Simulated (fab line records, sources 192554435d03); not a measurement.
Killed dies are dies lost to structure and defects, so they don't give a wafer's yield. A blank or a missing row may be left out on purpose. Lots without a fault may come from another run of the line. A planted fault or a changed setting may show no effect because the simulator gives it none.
fab line records | flow n5_finfet
record lots=23 wafers=69 last_day=19
route steps=1938 shown BEOL_M14@1717 BEOL_M15@1773
lots that met no fault: from a run of the same line without faults
start_h: hours from the record's first day to the start of the lot's first wafer shown | wait_h: hours since the lot's step before | " the same as in the row above | L1.1+2: a row that stands for several wafers | - no value, or no start given | * or withheld: withheld | < > ~ a bound
route shown NAME@n: a module of which the file shows steps, and the number in the route of the first | usual: mean/standard deviation of fault-free wafers | same: alike in all rows | chamber/n: place in a boat | sites: the reading at each site | _std_site: their standard deviation | _edge_site: outer sites' mean less inner sites' | radius_mm: how far each site lies from the wafer's centre | mask NAME#n: copy n | behind: the tool/chamber that last shaped the wafer | hold: why the lot was held/for how many hours/how that ended | device: the transistor (n, p or np) that didn't switch | end of line: the same wafers' tests at the end of the route | a step without rows: its recipe alone | killed: dies lost to structure and defects at the first sort, not the wafer's yield | map: a wafer's dies, x killed, . not, _ none there
set.NAME: the setting as run; set.NAME@STEP: as run at that earlier step | model.NAME: the simulator's own value behind a step, which no gauge read
steps of the route over a sample of lots; a table a step, a row a wafer
services: from which hour (start_h, from the record's first day; less than 0 if before it) a tool's chamber was out of use, for how many hours, and why
## steps
# step N5_BEOL_M14_THK_MEAS_01
# recipe reads=SiO2_of_BEOL_M14_ILD_DEP_00
# usual M14_ILD_THK=1116/17
# columns lot.wafer tool chamber start_h wait_h M14_ILD_THK[nm]
L074.1 film_metro-01 - 244.04 0.1 1124
L074.2 " - " " 1118
L074.6 " - " " 1136
L077.2 film_metro-02 - 264.99 0.1 1078
L077.3 " - " " 1073
L077.5 " - " " 1103
L075.2 film_metro-02 - 273.30 0.1 1109
L075.3 " - " " 1108
L075.5 " - " " 1126
L079.1 film_metro-01 - 279.51 0.1 1102
L079.3 " - " " 1089
L079.4 " - " " 1120
L078.3 film_metro-01 - 280.19 0.1 1077
L078.4 " - " " 1120
L078.6 " - " " 1105
L076.3 film_metro-01 - 283.69 0.1 1089
L076.4 " - " " 1102
L076.5 " - " " 1111
L081.4 film_metro-01 - 313.95 0.0 1107
L081.5 " - " " 1136
L081.6 " - " " 1121
L083.1 film_metro-02 - 316.79 0.1 1110
L083.4 " - " " 1139
L083.5 " - " " 1123
L080.3 film_metro-02 - 320.97 0.1 1072
L080.4 " - " " 1106
L080.5 " - " " 1122
L085.1 film_metro-02 - 321.21 0.1 1134
L085.2 " - " " 1124
L085.6 " - " " 1149
L084.4 film_metro-02 - 323.27 0.0 1142
L084.5 " - " " 1117
L084.6 " - " " 1116
L086.2 film_metro-02 - 335.99 0.1 1140
L086.3 " - " " 1119
L086.4 " - " " 1157
L090.1 film_metro-01 - 341.93 0.1 1123
L090.2 " - " " 1120
L090.4 " - " " 1132
L087.2 film_metro-02 - 360.77 0.1 1121
L087.3 " - " " 1115
L087.4 " - " " 1127
L088.1 film_metro-02 - 361.16 0.1 1106
L088.3 " - " " 1123
L088.5 " - " " 1128
L089.2 film_metro-01 - 364.11 0.1 1107
L089.4 " - " " 1122
L089.5 " - " " 1127
L091.2 film_metro-01 - 364.86 0.1 1093
L091.4 " - " " 1122
L091.5 " - " " 1125
L092.1 film_metro-02 - 393.48 0.1 1125
L092.2 " - " " 1090
L092.3 " - " " 1099
L094.2 film_metro-01 - 405.46 0.1 1124
L094.3 " - " " 1091
L094.4 " - " " 1122
L093.1 film_metro-01 - 410.05 0.1 1120
L093.2 " - " " 1108
L093.4 " - " " 1135
L097.2 film_metro-02 - 419.77 0.1 1104
L097.4 " - " " 1135
L097.6 " - " " 1117
L096.2 film_metro-02 - 420.06 0.1 1126
L096.3 " - " " 1115
L096.5 " - " " 1150
L095.3 film_metro-02 - 422.98 0.1 1125
L095.4 " - " " 1128
L095.5 " - " " 1147
# step N5_BEOL_M14_STRIP_63
# recipe chemistry=O2 power_w=600 temp_c=60 pressure_mtorr=30 rf_frequency_hz=6e+07 bias_power_w=0 overash_fraction=0.3 o2_flow_sccm=225
# usual drypump_motor_current_A=5.50/0.26 oes_product_au=0.83/0.1 rf_vpp_V=3.7/0.85 showerhead_plenum_p_Torr=2.10/0.082 throttle_valve_pct=16.49/0.23
# columns lot.wafer tool chamber start_h wait_h drypump_motor_current_A oes_product_au rf_hours_counter_h rf_vpp_V showerhead_plenum_p_Torr throttle_valve_pct
L074.1 rie_diel-03 0 - - 5.83 0.89 35 5.1 2.13 16.11
L074.2 " 3 " " 5.43 0.82 77 3.2 2.15 16.81
L074.6 " 1 " " 5.84 0.97 - 3.6 2.15 16.55
L077.2 rie_diel-04 0 - - 5.55 0.71 248 2.4 2.07 16.70
L077.3 " 1 " " 5.92 0.71 229 3.3 1.97 16.67
L077.5 " 1 " " 5.91 0.71 - 3.1 1.97 16.67
L075.2 rie_diel-04 1 - - 5.89 0.69 234 4.3 1.97 16.66
L075.3 " 0 " " 5.51 0.70 253 3.4 2.07 16.68
L075.5 " 0 " " 5.51 0.70 - 5.0 2.06 16.68
L079.1 rie_diel-01 2 - - 5.76 0.72 216 3.8 1.98 16.83
L079.3 " 0 " " 5.34 0.67 247 3.9 2.14 16.72
L079.4 " 2 " " 5.75 0.72 - 3.0 1.98 16.84
L078.3 rie_diel-01 2 - - 5.78 0.72 216 4.4 1.98 16.82
L078.4 " 2 " " 5.77 0.71 - 5.0 1.98 16.82
L078.6 " 0 " " 5.31 0.67 - 2.3 2.14 16.73
L076.3 rie_diel-04 3 - - 5.23 0.71 215 3.6 2.07 16.65
L076.4 " 0 " " 5.54 0.70 - 3.1 2.06 16.69
L076.5 " 3 " " 5.23 0.71 - 3.2 2.07 16.66
L081.4 rie_diel-04 3 - - 5.21 0.70 - 3.1 2.06 16.71
L081.5 " 0 " " 5.50 1.00 - 4.3 2.06 16.20
L081.6 " 2 " " 5.39 0.91 - 3.7 2.05 16.22
L083.1 rie_diel-01 1 - - 5.63 0.94 10 2.8 2.24 16.30
L083.4 " 2 " " 5.78 0.70 231 2.7 1.98 16.85
L083.5 " 0 " " 5.34 0.97 - 3.1 2.14 16.24
L080.3 rie_diel-04 3 - - 5.19 0.69 230 3.2 2.06 16.72
L080.4 " 2 " " 5.38 0.91 - 4.0 2.05 16.22
L080.5 " 3 " " 5.16 0.69 - 4.8 2.06 16.72
L085.1 rie_diel-01 1 - - 5.64 0.94 12 4.0 2.24 16.30
L085.2 " 0 " " 5.32 0.97 5 2.4 2.14 16.22
L085.6 " 3 " " 5.23 0.81 - 2.8 2.01 16.51
L084.4 rie_diel-04 3 - - 5.22 0.69 - 3.5 2.06 16.73
L084.5 " 0 " " 5.52 0.98 - 3.1 2.06 16.22
L084.6 " 2 " " 5.39 0.89 - 3.1 2.05 16.22
L086.2 rie_diel-04 2 - - 5.38 0.90 46 4.2 2.05 16.22
L086.3 " 0 " " 5.54 0.95 10 4.1 2.06 16.22
L086.4 " 3 " " 5.23 0.69 237 4.3 2.06 16.73
L090.1 rie_diel-01 0 - - 5.32 0.95 12 5.7 2.14 16.26
L090.2 " 2 " " 5.77 0.71 241 4.6 1.98 16.87
L090.4 " 1 " " 5.63 0.92 20 3.8 2.24 16.29
L087.2 rie_diel-04 3 - - 5.21 0.69 243 3.6 2.06 16.74
L087.3 " 1 " " 5.91 0.93 7 3.3 2.23 16.29
L087.4 " 2 " " 5.40 0.88 52 4.5 2.04 16.25
L088.1 rie_diel-04 3 - - 5.22 0.69 243 3.2 2.06 16.72
L088.3 " 1 " " 5.92 0.92 8 4.9 2.23 16.28
L088.5 " 3 " " 5.22 0.68 - 4.8 2.06 16.73
L089.2 rie_diel-03 1 - - 5.84 0.86 43 4.6 2.14 16.62
L089.4 " 3 " " 5.43 0.78 117 3.5 2.13 16.88
L089.5 " 2 " " 4.92 0.82 - 2.7 2.22 16.77
L091.2 rie_diel-01 2 - - 5.77 0.69 249 3.2 1.97 16.90
L091.4 " 0 " " 5.33 0.93 19 5.5 2.13 16.30
L091.5 " 0 " " 5.33 0.92 - 3.7 2.13 16.26
L092.1 rie_diel-01 3 - - 5.26 0.77 117 4.2 2.00 16.54
L092.2 " 0 " " 5.33 0.90 32 2.5 2.13 16.29
L092.3 " 2 " " 5.77 1.00 1 2.9 2.24 16.43
L094.2 rie_diel-04 0 - - 5.54 0.90 32 2.2 2.05 16.28
L094.3 " 2 " " 5.40 0.85 67 4.0 2.04 16.26
L094.4 " 2 " " 5.39 0.87 - 4.3 2.04 16.29
L093.1 rie_diel-03 0 - - 5.83 0.83 82 3.3 2.12 16.19
L093.2 " 3 " " 5.44 0.77 131 5.8 2.13 16.92
L093.4 " 1 " " 5.86 0.84 56 4.1 2.13 16.66
L097.2 rie_diel-01 2 - - 5.77 0.93 8 2.5 2.23 16.43
L097.4 " 1 " " 5.65 0.89 49 2.7 2.23 16.38
L097.6 " 2 " " 5.76 0.97 - 4.8 2.23 16.45
L096.2 rie_diel-04 2 - - 5.40 0.84 73 4.1 2.04 16.30
L096.3 " 1 " " 5.92 0.88 29 2.3 2.22 16.33
L096.5 " 1 " " 5.91 0.88 - 2.4 2.22 16.31
L095.3 rie_diel-01 3 - - 5.22 0.75 127 2.8 2.00 16.54
L095.4 " 0 " " 5.34 0.88 43 4.6 2.12 16.29
L095.5 " 3 " " 5.23 0.77 - 4.2 2.00 16.55
# step N5_BEOL_M14_ETCH_68
# recipe chemistry=N2/H2 target=SOC mask_material=SiARC source_w=3000 bias_w=350 temp_c=40 time_s=450 ion_energy_ev=200 pressure_mtorr=30 n2_flow_sccm=200 h2_flow_sccm=200
# usual bias_w=350.1/1.2 drypump_motor_current_A=5.51/0.27 oes_product_au=0.84/0.09 rf_fwd_power_W=2996/10 rf_vpp_V=524.3/2.9 showerhead_plenum_p_Torr=2.56/0.1 throttle_valve_pct=17.59/0.24
# same time_s=450
# columns lot.wafer tool chamber start_h wait_h bias_w drypump_motor_current_A oes_product_au rf_fwd_power_W rf_hours_counter_h rf_vpp_V showerhead_plenum_p_Torr throttle_valve_pct
L074.1 rie_diel-03 3 245.87 0.1 350.5 5.44 0.83 3004 78 524.2 2.57 17.79
L074.2 " 0 " " 350.4 5.83 0.89 2998 36 527.4 2.60 17.28
L074.6 " 0 " " 351.3 5.83 0.89 3003 - 525.7 2.60 17.30
L077.2 rie_diel-01 0 266.87 0.1 350.1 5.35 0.69 3000 241 525.5 2.61 17.92
L077.3 " 2 " " 350.3 5.79 0.73 3006 210 520.2 2.41 17.87
L077.5 " 2 " " 349.7 5.79 0.73 2995 - 520.6 2.41 17.86
L075.2 rie_diel-01 3 274.85 0.1 350.2 5.25 0.82 2997 72 520.0 2.46 17.48
L075.3 " 0 " " 350.9 5.34 0.68 2989 245 527.1 2.61 17.94
L075.5 " 0 " " 350.4 5.35 0.68 2998 - 525.5 2.61 17.93
L079.1 rie_diel-03 2 280.95 0.1 349.0 4.91 0.87 2980 52 528.6 2.70 17.81
L079.3 " 0 " " 350.4 5.84 0.87 2991 46 524.9 2.59 17.31
L079.4 " 3 " " 350.5 5.43 0.81 3002 88 522.3 2.57 17.80
L078.3 rie_diel-01 3 282.05 0.1 349.8 5.23 0.83 3001 74 521.8 2.46 17.49
L078.4 " 2 " " 349.4 5.79 0.72 3005 - 520.0 2.40 17.88
L078.6 " 3 " " 349.3 5.24 0.83 3001 - 520.8 2.46 17.49
L076.3 rie_diel-03 2 285.37 0.1 349.9 4.93 0.86 2979 54 528.1 2.70 17.80
L076.4 " 2 " " 350.9 4.94 0.86 2986 - 528.1 2.70 17.81
L076.5 " 1 " " 350.5 5.83 0.94 2977 - 525.6 2.60 17.71
L081.4 rie_diel-01 0 315.52 0.1 351.1 5.34 0.98 2995 3 526.7 2.60 17.46
L081.5 " 3 " " 350.5 5.24 0.80 2989 - 522.4 2.45 17.51
L081.6 " 0 " " 351.6 5.35 0.98 3000 - 523.8 2.60 17.45
L083.1 rie_diel-04 0 318.94 0.1 348.3 5.52 0.99 2988 3 522.2 2.50 17.44
L083.4 " 0 " " 350.7 5.53 0.98 2998 - 522.7 2.50 17.44
L083.5 " 3 " " 349.0 5.24 0.70 3022 - 522.5 2.52 17.98
L080.3 rie_diel-03 0 322.67 0.1 350.4 5.83 0.86 3001 53 525.7 2.59 17.32
L080.4 " 3 " " 347.5 5.44 0.80 3000 103 524.2 2.56 17.82
L080.5 " 0 " " 350.8 5.86 0.85 2995 - 525.4 2.59 17.33
L085.1 rie_diel-04 3 323.05 0.1 350.9 5.23 0.70 2980 231 521.5 2.52 17.99
L085.2 " 2 " " 348.9 5.40 0.90 2992 40 521.7 2.48 17.22
L085.6 " 0 " " 350.4 5.54 0.97 2980 - 523.2 2.50 17.45
L084.4 rie_diel-01 1 324.70 0.1 350.9 5.64 0.93 3010 13 529.4 2.70 17.29
L084.5 " 2 " " 352.1 5.77 0.71 3009 - 521.0 2.40 17.92
L084.6 " 1 " " 350.2 5.65 0.94 2989 - 529.0 2.70 17.27
L086.2 rie_diel-03 2 337.70 0.1 349.7 4.96 0.83 2977 72 527.5 2.69 17.83
L086.3 " 0 " " 350.3 5.83 0.85 2988 59 524.7 2.59 17.33
L086.4 " 3 " " 351.4 5.43 0.79 2993 108 525.1 2.56 17.83
L090.1 rie_diel-01 1 343.48 0.1 350.7 5.64 0.92 2997 20 528.6 2.70 17.30
L090.2 " 0 " " 348.6 5.32 0.95 2984 12 525.3 2.60 17.48
L090.4 " 3 " " 350.1 5.27 0.81 2996 98 523.5 2.45 17.53
L087.2 rie_diel-01 3 362.37 0.1 350.6 5.25 0.79 3004 104 523.2 2.45 17.54
L087.3 " 0 " " 351.5 5.33 0.93 2986 19 525.6 2.60 17.48
L087.4 " 2 " " 349.9 5.77 0.69 3007 248 519.1 2.39 17.92
L088.1 rie_diel-04 2 363.13 0.1 352.2 5.40 0.87 2983 53 521.8 2.47 17.25
L088.3 " 3 " " 349.9 5.21 0.69 2990 244 522.4 2.52 18.01
L088.5 " 1 " " 350.1 5.92 0.92 2992 - 528.4 2.72 17.41
L089.2 rie_diel-04 2 365.90 0.1 350.1 5.40 0.88 2996 54 520.8 2.47 17.24
L089.4 " 0 " " 351.1 5.54 0.93 2996 18 522.8 2.50 17.49
L089.5 " 2 " " 349.0 5.41 0.87 3004 - 522.6 2.47 17.23
L091.2 rie_diel-04 1 366.48 0.1 350.1 5.91 0.92 2986 9 529.4 2.72 17.41
L091.4 " 0 " " 349.8 5.52 0.92 2996 18 522.3 2.50 17.46
L091.5 " 3 " " 349.4 5.20 0.69 2995 - 523.1 2.52 18.01
L092.1 rie_diel-01 3 395.28 0.1 349.7 5.23 0.78 2990 117 521.7 2.44 17.55
L092.2 " 0 " " 349.5 5.34 0.91 3004 32 526.4 2.59 17.50
L092.3 " 1 " " 348.3 5.61 0.89 2996 41 527.9 2.69 17.33
L094.2 rie_diel-04 2 407.01 0.1 349.8 5.39 0.85 2993 67 521.5 2.47 17.27
L094.3 " 0 " " 348.9 5.54 0.90 2985 33 521.9 2.49 17.49
L094.4 " 2 " " 350.3 5.40 0.86 2986 - 521.1 2.47 17.26
L093.1 rie_diel-04 1 411.73 0.1 348.8 5.92 0.88 3002 26 528.3 2.71 17.45
L093.2 " 2 " " 347.5 5.41 0.85 3003 70 522.6 2.47 17.27
L093.4 " 0 " " 350.7 5.52 0.90 3017 - 522.6 2.49 17.50
L097.2 rie_diel-03 0 421.46 0.1 349.0 5.85 0.82 3007 85 525.2 2.58 17.38
L097.4 " 1 " " 350.8 5.84 0.86 3012 60 525.5 2.58 17.79
L097.6 " 0 " " 351.4 5.83 0.82 3004 - 523.7 2.58 17.39
L096.2 rie_diel-01 3 422.07 0.1 351.9 5.25 0.77 3014 127 521.6 2.44 17.58
L096.3 " 0 " " 351.3 5.32 0.88 2999 43 526.0 2.59 17.53
L096.5 " 3 " " 351.3 5.23 0.77 3007 - 520.8 2.44 17.58
L095.3 rie_diel-01 1 424.79 0.1 350.7 5.64 0.88 3000 51 528.3 2.69 17.35
L095.4 " 2 " " 349.0 5.78 0.95 2998 10 528.8 2.71 17.51
L095.5 " 2 " " 350.7 5.79 0.94 2986 - 529.6 2.71 17.49
# step N5_BEOL_M14_DEP_53
# recipe material=SiCN target_thk_a=500 temp_c=withheld precursor=3MS/NH3 pressure_torr=3 rf_w=675 time_s=17.8
# usual chamber_pressure_Torr=2.999/0.0067 rf_fwd_power_W=665.7/2.9 showerhead_plenum_p_Torr=4.157/0.014 throttle_valve_pct=18.3/0.93
# same time_s=17.8
# columns lot.wafer tool chamber start_h wait_h chamber_pressure_Torr rf_fwd_power_W showerhead_plenum_p_Torr throttle_valve_pct
L074.1 pecvd-01 2 250.34 0.0 2.994 667.1 4.156 17.6
L074.2 " 0 " " 3.002 665.1 4.155 17.3
L074.6 " 1 " " 3.001 667.6 4.165 20.5
L077.2 pecvd-02 2 269.01 0.0 3.002 664.3 4.138 17.3
L077.3 " 0 " " 2.991 669.3 4.141 18.5
L077.5 " 2 " " 3.005 666.9 4.133 17.4
L075.2 pecvd-03 0 278.22 0.0 2.992 662.4 4.143 18.1
L075.3 " 2 " " 3.006 663.7 4.170 17.8
L075.5 " 2 " " 2.989 664.9 4.176 17.6
L079.1 pecvd-02 0 283.07 0.0 2.984 667.2 4.145 18.8
L079.3 " 1 " " 3.002 661.9 4.157 17.6
L079.4 " 0 " " 2.988 669.2 4.134 18.4
L078.3 pecvd-01 1 285.31 0.0 2.993 665.6 4.179 20.2
L078.4 " 0 " " 2.999 666.6 4.141 17.7
L078.6 " 1 " " 3.000 668.3 4.193 20.3
L076.3 pecvd-03 1 289.26 0.0 3.007 665.4 4.161 19.5
L076.4 " 1 " " 3.005 664.7 4.163 19.0
L076.5 " 2 " " 2.984 658.7 4.170 17.6
L081.4 pecvd-02 1 319.34 0.0 2.999 668.2 4.158 17.5
L081.5 " 2 " " 3.007 668.0 4.136 17.6
L081.6 " 0 " " 2.995 670.0 4.152 18.5
L083.1 pecvd-03 1 321.53 0.0 2.993 662.7 4.160 19.3
L083.4 " 1 " " 2.995 663.1 4.174 19.4
L083.5 " 0 " " 3.003 665.4 4.143 18.0
L080.3 pecvd-01 2 327.16 0.0 2.984 668.9 4.155 17.8
L080.4 " 2 " " 2.993 665.0 4.159 18.1
L080.5 " 0 " " 2.996 668.8 4.155 17.2
L085.1 pecvd-01 1 327.48 0.0 3.007 664.2 4.176 20.2
L085.2 " 0 " " 2.999 664.8 4.154 17.9
L085.6 " 0 " " 3.002 663.5 4.146 17.3
L084.4 pecvd-01 1 330.56 0.0 3.006 662.3 4.162 20.5
L084.5 " 0 " " 3.001 665.0 4.146 17.2
L084.6 " 2 " " 3.012 668.4 4.162 18.0
L086.2 pecvd-03 0 341.24 0.0 2.986 667.7 4.145 18.0
L086.3 " 2 " " 3.001 659.0 4.162 17.9
L086.4 " 0 " " 2.994 668.7 4.156 18.2
L090.1 pecvd-01 0 346.77 0.0 2.997 664.6 4.150 17.4
L090.2 " 1 " " 3.005 664.0 4.174 20.4
L090.4 " 0 " " 2.993 667.5 4.148 17.4
L087.2 pecvd-02 2 365.62 0.0 2.999 667.9 4.127 17.7
L087.3 " 0 " " 2.994 666.9 4.140 18.5
L087.4 " 0 " " 2.992 672.8 4.130 18.8
L088.1 pecvd-01 1 368.30 0.0 3.001 667.1 4.175 20.1
L088.3 " 0 " " 2.997 664.1 4.147 17.6
L088.5 " 0 " " 2.998 664.5 4.158 17.0
L089.2 pecvd-02 1 368.58 0.0 2.993 664.3 4.156 17.9
L089.4 " 1 " " 2.992 666.2 4.162 17.6
L089.5 " 0 " " 3.009 669.2 4.142 18.7
L091.2 pecvd-03 2 368.84 0.0 3.005 660.4 4.168 17.8
L091.4 " 0 " " 3.011 668.3 4.144 18.2
L091.5 " 1 " " 3.007 667.0 4.171 19.2
L092.1 pecvd-02 0 398.77 0.0 2.987 670.2 4.135 18.6
L092.2 " 1 " " 3.009 667.3 4.145 17.6
L092.3 " 2 " " 2.995 670.4 4.133 17.8
L094.2 pecvd-03 2 411.12 0.0 2.991 661.8 4.169 17.9
L094.3 " 0 " " 2.988 667.5 4.147 18.2
L094.4 " 1 " " 2.998 665.3 4.148 19.2
L093.1 pecvd-03 1 414.92 0.0 3.001 661.5 4.161 19.1
L093.2 " 2 " " 3.001 664.9 4.175 17.8
L093.4 " 2 " " 3.005 664.4 4.177 18.1
L097.2 pecvd-01 2 426.55 0.0 3.004 664.4 4.160 18.0
L097.4 " 2 " " 3.014 665.0 4.156 18.2
L097.6 " 2 " " 3.000 666.6 4.161 17.9
L096.2 pecvd-03 0 426.80 0.0 3.009 666.4 4.140 18.0
L096.3 " 1 " " 3.000 663.0 4.163 19.4
L096.5 " 1 " " 3.008 661.1 4.157 19.2
L095.3 pecvd-03 2 427.25 0.0 3.002 663.5 4.171 18.0
L095.4 " 1 " " 3.003 664.5 4.167 19.3
L095.5 " 2 " " 3.005 662.1 4.166 17.9
# step N5_BEOL_M15_ILD_DEP_00
# recipe material=SiO2 target_thk_a=16293 temp_c=400 precursor=TEOS/O2 pressure_torr=6.5 rf_w=900 teos_flow_sccm=161.4 gas=O2 flow_sccm=2650 time_s=346.1
# usual chamber_pressure_Torr=6.501/0.014 heater_power_outer_w=263/65 heater_power_w=514/90 rf_fwd_power_W=897.9/2.9 showerhead_plenum_p_Torr=8.31/0.037 throttle_valve_pct=18.8/0.64
# same time_s=346.1
# columns lot.wafer tool chamber start_h wait_h chamber_pressure_Torr heater_power_outer_w heater_power_w rf_fwd_power_W showerhead_plenum_p_Torr throttle_valve_pct
L074.1 pecvd-04 2 250.46 0.0 6.501 239 509 901.2 8.34 19.0
L074.2 " 0 " " 6.503 247 586 896.9 8.29 19.1
L074.6 " 1 " " 6.503 285 480 900.1 8.31 19.1
L077.2 pecvd-04 2 269.14 0.0 6.487 284 564 900.5 8.34 19.2
L077.3 " 1 " " 6.501 208 371 899.9 8.30 18.8
L077.5 " 2 " " 6.498 182 414 904.3 8.35 19.0
L075.2 pecvd-02 1 278.35 0.0 6.493 349 540 893.0 8.33 18.2
L075.3 " 2 " " 6.484 373 649 900.2 8.34 18.1
L075.5 " 0 " " 6.505 154 328 901.8 8.33 19.0
L079.1 pecvd-04 0 283.20 0.0 6.511 265 601 891.7 8.26 19.0
L079.3 " 2 " " 6.483 233 493 896.6 8.33 19.1
L079.4 " 2 " " 6.498 279 561 899.7 8.33 19.1
L078.3 pecvd-04 0 285.44 0.0 6.503 201 506 900.6 8.25 18.7
L078.4 " 0 " " 6.517 275 597 903.8 8.26 18.7
L078.6 " 1 " " 6.524 288 501 897.9 8.28 18.9
L076.3 pecvd-02 2 289.39 0.0 6.505 406 696 895.3 8.32 18.0
L076.4 " 2 " " 6.485 303 539 897.8 8.33 17.9
L076.5 " 1 " " 6.510 260 435 898.4 8.35 18.3
L081.4 pecvd-04 0 319.57 0.2 6.522 263 597 894.5 8.25 18.7
L081.5 " 1 " " 6.511 205 378 894.8 8.29 19.2
L081.6 " 2 " " 6.498 183 429 899.1 8.33 19.2
L083.1 pecvd-01 2 321.66 0.0 6.492 403 720 896.5 8.35 18.7
L083.4 " 2 " " 6.497 296 583 895.5 8.34 18.6
L083.5 " 1 " " 6.518 384 647 897.4 8.35 20.9
L080.3 pecvd-04 0 327.29 0.0 6.501 205 523 899.3 8.25 18.9
L080.4 " 1 " " 6.531 205 380 895.5 8.30 19.3
L080.5 " 2 " " 6.506 178 411 903.8 8.34 19.3
L085.1 pecvd-04 0 327.61 0.0 6.472 263 596 892.1 8.26 18.7
L085.2 " 2 " " 6.529 196 454 896.5 8.34 19.1
L085.6 " 2 " " 6.515 264 534 897.2 8.35 19.3
L084.4 pecvd-04 0 330.78 0.1 6.475 185 476 891.0 8.27 18.8
L084.5 " 1 " " 6.493 303 510 903.4 8.28 18.9
L084.6 " 2 " " 6.514 181 423 895.6 8.36 19.2
L086.2 pecvd-04 2 341.37 0.0 6.497 211 465 900.5 8.33 19.1
L086.3 " 0 " " 6.480 290 620 898.0 8.26 18.8
L086.4 " 1 " " 6.498 204 388 892.9 8.30 19.1
L090.1 pecvd-02 2 346.90 0.0 6.497 316 555 895.1 8.32 18.1
L090.2 " 0 " " 6.508 178 372 899.5 8.33 19.4
L090.4 " 2 " " 6.476 391 691 899.8 8.29 18.2
L087.2 pecvd-04 2 365.75 0.0 6.482 280 552 897.7 8.32 19.4
L087.3 " 0 " " 6.514 224 546 899.5 8.25 18.8
L087.4 " 2 " " 6.489 183 416 900.4 8.36 19.3
L088.1 pecvd-04 2 368.43 0.0 6.502 273 532 899.3 8.33 19.4
L088.3 " 0 " " 6.473 211 522 889.8 8.28 18.8
L088.5 " 2 " " 6.497 178 421 899.0 8.35 19.1
L089.2 pecvd-04 0 368.71 0.0 6.490 266 594 893.6 8.26 18.8
L089.4 " 0 " " 6.497 185 479 896.2 8.25 18.6
L089.5 " 1 " " 6.509 305 499 898.0 8.27 19.0
L091.2 pecvd-02 1 368.97 0.0 6.497 366 548 897.7 8.33 18.2
L091.4 " 1 " " 6.517 263 432 902.9 8.33 18.1
L091.5 " 2 " " 6.497 299 549 897.6 8.35 18.1
L092.1 pecvd-04 2 398.90 0.0 6.517 259 528 903.7 8.34 19.5
L092.2 " 0 " " 6.482 189 481 897.3 8.26 18.6
L092.3 " 0 " " 6.489 267 590 898.1 8.24 18.7
L094.2 pecvd-04 2 411.25 0.0 6.481 260 532 898.6 8.35 19.5
L094.3 " 0 " " 6.515 182 485 899.6 8.28 19.1
L094.4 " 2 " " 6.463 184 424 895.7 8.34 19.0
L093.1 pecvd-04 2 415.05 0.0 6.487 242 508 900.2 8.36 19.6
L093.2 " 0 " " 6.508 202 487 897.2 8.23 18.6
L093.4 " 2 " " 6.475 281 572 901.2 8.34 19.3
L097.2 pecvd-02 1 426.69 0.0 6.510 364 578 902.2 8.34 18.4
L097.4 " 0 " " 6.477 153 335 900.9 8.34 19.6
L097.6 " 2 " " 6.497 408 681 898.9 8.30 18.3
L096.2 pecvd-01 2 426.93 0.0 6.499 390 709 899.1 8.36 18.7
L096.3 " 0 " " 6.504 373 624 899.3 8.32 18.0
L096.5 " 2 " " 6.489 374 709 899.6 8.37 18.6
L095.3 pecvd-04 1 427.38 0.0 6.516 272 451 898.7 8.28 16.5
L095.4 " 2 " " 6.502 182 432 896.4 8.34 19.2
L095.5 " 0 " " 6.483 186 483 893.5 8.24 18.7
# step N5_BEOL_M15_CD_MEAS_10
# recipe target_cd_nm=360 landing_energy_ev=500 detector=se_inlens polarity=opening
# usual cd_nm=359.7/1.5
# columns lot.wafer tool chamber start_h wait_h cd_nm
L074.1 cd_sem-01 0 251.14 - 359.5
L074.2 " 0 " " 360.3
L074.6 " 0 " " 362.1
L077.2 cd_sem-02 0 269.70 - 359.6
L077.3 " 0 " " 359.6
L077.5 " 0 " " 361.4
L075.2 cd_sem-02 0 278.90 - 359.4
L075.3 " 0 " " 359.4
L075.5 " 0 " " 358.0
L079.1 cd_sem-02 0 283.75 - 359.6
L079.3 " 0 " " 358.4
L079.4 " 0 " " 359.3
L078.3 cd_sem-01 0 285.99 - 359.0
L078.4 " 0 " " 357.6
L078.6 " 0 " " 358.2
L076.3 cd_sem-02 0 289.95 - 359.9
L076.4 " 0 " " 360.9
L076.5 " 0 " " 358.4
L081.4 cd_sem-03 0 320.14 - 360.5
L081.5 " 0 " " 361.6
L081.6 " 0 " " 361.7
L083.1 cd_sem-01 0 322.21 - 360.8
L083.4 " 0 " " 358.6
L083.5 " 0 " " 361.1
L080.3 cd_sem-02 0 327.97 - 360.9
L080.4 " 0 " " 360.3
L080.5 " 0 " " 362.2
L085.1 cd_sem-01 0 328.29 - 359.7
L085.2 " 0 " " 360.6
L085.6 " 0 " " 360.7
L084.4 cd_sem-03 0 331.36 - 361.0
L084.5 " 0 " " 361.1
L084.6 " 0 " " 357.1
L086.2 cd_sem-01 0 341.93 - 360.1
L086.3 " 0 " " 361.4
L086.4 " 0 " " 360.5
L090.1 cd_sem-03 0 347.60 - 357.3
L090.2 " 0 " " 359.8
L090.4 " 0 " " 358.4
L087.2 cd_sem-03 0 366.43 - 363.1
L087.3 " 0 " " 358.7
L087.4 " 0 " " 361.8
L088.1 cd_sem-01 0 369.13 - 363.1
L088.3 " 0 " " 360.9
L088.5 " 0 " " 360.7
L089.2 cd_sem-03 0 369.30 - 359.6
L089.4 " 0 " " 359.6
L089.5 " 0 " " 360.8
L091.2 cd_sem-01 0 369.53 - 360.1
L091.4 " 0 " " 358.6
L091.5 " 0 " " 358.7
L092.1 cd_sem-02 0 399.56 - 359.9
L092.2 " 0 " " 358.3
L092.3 " 0 " " 359.1
L094.2 cd_sem-02 0 411.91 - 360.9
L094.3 " 0 " " 359.4
L094.4 " 0 " " 358.7
L093.1 cd_sem-02 0 415.60 - 359.3
L093.2 " 0 " " 360.6
L093.4 " 0 " " 358.7
L097.2 cd_sem-01 0 427.25 - 358.8
L097.4 " 0 " " 359.7
L097.6 " 0 " " 357.6
L096.2 cd_sem-01 0 427.72 - 357.8
L096.3 " 0 " " 359.1
L096.5 " 0 " " 357.7
L095.3 cd_sem-01 0 427.94 - 361.7
L095.4 " 0 " " 360.4
L095.5 " 0 " " 361.5
## services
# columns tool chamber start_h hours kind
rie_diel-04 1 232.60 8.5 repair
rie_diel-01 3 236.72 4.0 repair
pecvd-02 - 247.82 2.8 pm
rie_diel-01 1 259.55 - clean
rie_diel-01 1 259.55 - consumable_replace:focus_ring
rie_diel-01 1 259.55 - consumable_replace:showerhead
rie_diel-04 2 262.52 29.1 repair
pecvd-01 1 276.42 5.0 repair
pecvd-03 2 282.52 4.5 repair
pecvd-03 - 284.37 1.2 repair
rie_diel-03 0 285.15 18.7 repair
rie_diel-04 0 291.63 - clean
rie_diel-01 0 291.88 - clean
rie_diel-01 0 291.88 - consumable_replace:focus_ring
pecvd-01 - 350.02 2.8 repair
rie_diel-03 2 360.21 3.0 repair
rie_diel-01 2 368.58 - clean
rie_diel-01 2 368.58 - consumable_replace:focus_ring
rie_diel-01 2 368.58 - consumable_replace:showerhead
rie_diel-01 2 368.58 24.0 scheduled_down
rie_diel-01 2 368.58 24.0 vent_cycle
rie_diel-04 3 400.12 6.5 repair
rie_diel-03 - 404.61 0.9 repair
pecvd-01 1 425.97 6.5 repair
## key
fault none
